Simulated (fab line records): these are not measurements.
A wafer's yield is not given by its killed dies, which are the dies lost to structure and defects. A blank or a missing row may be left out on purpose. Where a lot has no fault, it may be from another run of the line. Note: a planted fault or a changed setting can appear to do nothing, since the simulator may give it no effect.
Which of the tools did it? -- flow nand-harc -- route of 1159 steps, sampled at 1 step: 6 lots, 18 wafers

## WHAT THE GAUGES READ, wafer by wafer
NHARC_A_SLIT_CD_MEAS_21.
lot,measured,on,cd-nm (nm)
L880,day 14 22:24,cd-sem-02,290.3 290.3 290.0
L881,day 15 11:47,cd-sem-02,289.6 289.1 288.8
L885,day 16 22:10,cd-sem-03,290.0 289.9 289.7
L893,day 18 11:11,cd-sem-02,288.6 289.0 289.7
L898,day 19 16:08,cd-sem-03,289.0 289.6 289.3
L900,day 20 05:08,cd-sem-01,290.6 290.4 290.7

## EACH LOT AND THE TOOL THAT RAN IT (in order: tool; ch and the chambers of the sampled wafers; start)
The record shows no process step preceding these readings.

## THE ANSWER, worked out from the rows above alone
Rule: usual is defined by the lots themselves. The widest of any qualifying gaps counts: lots, ordered by their means at a reading, are off when they make up no more than a third of the lots, leave a main group of 4 or more, and stand apart from it by 3 or more times the standard deviation of that group's means. A main group is skipped when, at the precision printed for the reading in the tables above, its means are all equal. A lot without any number at a reading at which 4 lots or more have one is off too. The other lots that the step has rows for count as sound.
No lot is off on any of the readings shown, so nothing can be concluded from this.

## WHAT WAS PUT IN BY THE SIMULATOR
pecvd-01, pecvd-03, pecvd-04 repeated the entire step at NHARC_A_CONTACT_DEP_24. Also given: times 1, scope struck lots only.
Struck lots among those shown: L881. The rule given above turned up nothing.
